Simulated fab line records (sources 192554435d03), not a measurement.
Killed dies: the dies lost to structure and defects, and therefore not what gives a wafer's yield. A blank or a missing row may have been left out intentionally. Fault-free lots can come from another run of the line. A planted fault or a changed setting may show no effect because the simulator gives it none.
8D (eight disciplines) problem report, filled in by code || flow n5-finfet || the parts of the form that need people (team, actions taken, sign-off) are left out

== 1. THE PROBLEM ==
At N5_BEOL_M13_STRIP_63, strip-time-to-endpoint-s averages 19.8 s over 3 wafers from 3 lots, while fault-free wafers read 28.2 s, standard deviation 1.3. That is -6.5 standard deviations from the usual mean.
The step: strips in N2/H2.
Seen first at day 13 09:23 on plasma-asher-02, wafer L592.5. At this step, 28 wafers from 10 lots have a number in the record. Rule for "out" (also "out of limits"): further than 4 standard deviations from the usual mean. Any other wafer with a number is counted as sound.

== 2. WHAT THIS IS AND IS NOT ==
{"question": "which readings at this step", "is": "strip-time-to-endpoint-s", "is not": "drypump-motor-current-A, heater-power-w, temp-c"}
{"question": "which lots", "is": "L592, L593, L596", "is not": "L582, L584, L585, L586, L594, L595, L602"}
{"question": "which wafers of those lots", "is": "L592.5, L593.2, L596.5", "is not": "L592.3, L593.3, L596.1, L596.6"}
{"question": "read on which tools", "is": "plasma-asher-01, plasma-asher-02", "is not": "-"}
{"question": "when", "is": "from day 13 09:23", "is not": "up to then (13 sound wafers); but 12 sound wafers of L593, L594, L595, L596, L602 came after"}

== 3. SUSPECTS, AND WHAT RULES EACH OUT ==
Counting: any tool at a process step up to the reading remains a suspect provided it ran every lot that is out. Sound lots after the first of them don't rule it out here, since some wafers of a struck lot are sound.
- pecvd-04 at N5_BEOL_M12_DEP_53 (deposits SiCN from 3MS/NH3, target thk 30 nm, time 10.5 s): kept. It ran every lot that is out, first L592 (day 13 08:23).
- rie-diel-06 at N5_BEOL_M13_DESCUM_15 (chemistry O2, time 7.9 s): kept. Every lot that is out went through it, the first being L592 (day 13 09:03); the last sound lot it ran before that was L585 (day 11 20:45).
- rie-diel-06 at N5_BEOL_M13_ETCH_59 (etches BARC in N2/H2, target depth 89 nm, overetch 26.7 nm, time 67.9 s): kept. Every lot that is out went through it, the first being L592 (day 13 09:05); the last sound lot it ran before that was L585 (day 11 20:47).
- Within pecvd-04 at N5_BEOL_M12_DEP_53: the wafers that are out ran in chamber 1; their sound lot-mates ran in chamber 2.
The count leaves pecvd-04 at N5_BEOL_M12_DEP_53, rie-diel-06 at N5_BEOL_M13_DESCUM_15, and rie-diel-06 at N5_BEOL_M13_ETCH_59.

== 4. THE CAUSE (what the simulator had put in) ==
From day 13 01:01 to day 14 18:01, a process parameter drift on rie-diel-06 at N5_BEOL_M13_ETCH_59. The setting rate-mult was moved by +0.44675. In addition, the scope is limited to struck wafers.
3 suspects survive the count, and this tool is in that group.

== 5. SEQUENCE OF EFFECTS, ordered by route ==
Each row: a reading where the mean over the struck wafers with a number is more than 3 standard deviations away from the usual. Only readings whose record carries a usual standard deviation are examined. hours: median over the lots of the time between each lot's start at the first step of this table that gives one and its start at this step. sigmas: the change, counted in usual standard deviations.
{"hours": 0, "step": "N5_BEOL_M13_STRIP_63", "reading": "oes-product-au", "usual": "0.675 a.u.", "on struck wafers": 0.659, "change": -0.016, "sigmas": -3.5}
{"hours": 0, "step": "N5_BEOL_M13_STRIP_63", "reading": "strip-time-to-endpoint-s", "usual": "28.2 s", "on struck wafers": 19.8, "change": -8.4, "sigmas": -6.5}
Here are the process steps it includes:
- N5_BEOL_M13_STRIP_63: strips in N2/H2.

== 6. HOW IT WOULD HAVE BEEN CAUGHT EARLIER ==
The fault began at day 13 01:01; the first out-of-limits reading in this record came at day 13 09:23, 8 hours later.
Tool readings at N5_BEOL_M13_ETCH_59 with a usual standard deviation given in the record: none out on any struck wafer, hence no alarm at a limit of 4 standard deviations on them.
Lots out: 3; of these, L593, L596 started N5_BEOL_M13_ETCH_59 on rie-diel-06 after day 13 09:23. A hold on the tool at that time would have spared those 2.
